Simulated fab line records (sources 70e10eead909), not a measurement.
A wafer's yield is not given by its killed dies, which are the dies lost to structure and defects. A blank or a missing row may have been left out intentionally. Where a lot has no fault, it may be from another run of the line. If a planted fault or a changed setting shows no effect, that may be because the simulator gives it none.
Chamber matching | flow nand_harc | 3 sister chambers for NHARC_P_M0_DEP_32 on pecvd-01
The step deposits SiCN, target thk 30 nm. 6 wafers are shown with their chamber, then 8 later ones without.

== WAFERS, EACH WITH ITS CHAMBER ==
wafer  | chamber | heater_power_outer_w (W) | heater_power_w (W)
L082.3 | 2       | 310                      | 589
L083.2 | 2       | 247                      | 504
L086.2 | 1       | 303                      | 567
L086.5 | 0       | 287                      | 565
L086.6 | 1       | 309                      | 547
L089.3 | 0       | 324                      | 589

== WAFERS WITH NO CHAMBER GIVEN ==
wafer  | heater_power_outer_w (W) | heater_power_w (W)
L089.4 | 299                      | 546
L089.6 | 305                      | 551
L090.2 | 260                      | 516
L090.4 | 308                      | 563
L090.5 | 268                      | 509
L091.2 | 355                      | 629
L091.3 | 327                      | 600
L091.5 | 327                      | 585

== EACH ONE'S CHAMBER ==
wafer  | from the rows above          | in truth
L089.4 | can't be placed: 1 or 2 or 0 | 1
L089.6 | can't be placed: 1 or 0 or 2 | 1
L090.2 | can't be placed: 2 or 1 or 0 | 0
L090.4 | can't be placed: 1 or 0 or 2 | 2
L090.5 | can't be placed: 2 or 1 or 0 | 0
L091.2 | can't be placed: 0 or 1 or 2 | 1
L091.3 | can't be placed: 0 or 1 or 2 | 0
L091.5 | can't be placed: 0 or 1 or 2 | 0
Correctly placed: 0 of 8. Unplaceable from these rows: 8, with the true chamber sitting among the candidates in 8. 0 placed wrongly.
How it was worked out, from the rows above alone: a wafer's distance from a chamber is the root of the sum, over the readings, of the square of ((its reading less the chamber's mean) divided by the reading's scatter). If the next closest chamber is less than 2 further off than the closest, the wafer can't be placed; otherwise it belongs to the closest. For every chamber, the mean is computed from those of its wafers that are shown. How the scatter is found: for the shown wafers, subtract from each reading the mean of its chamber, square and add these, divide the total by (wafers less chambers), then take the root.
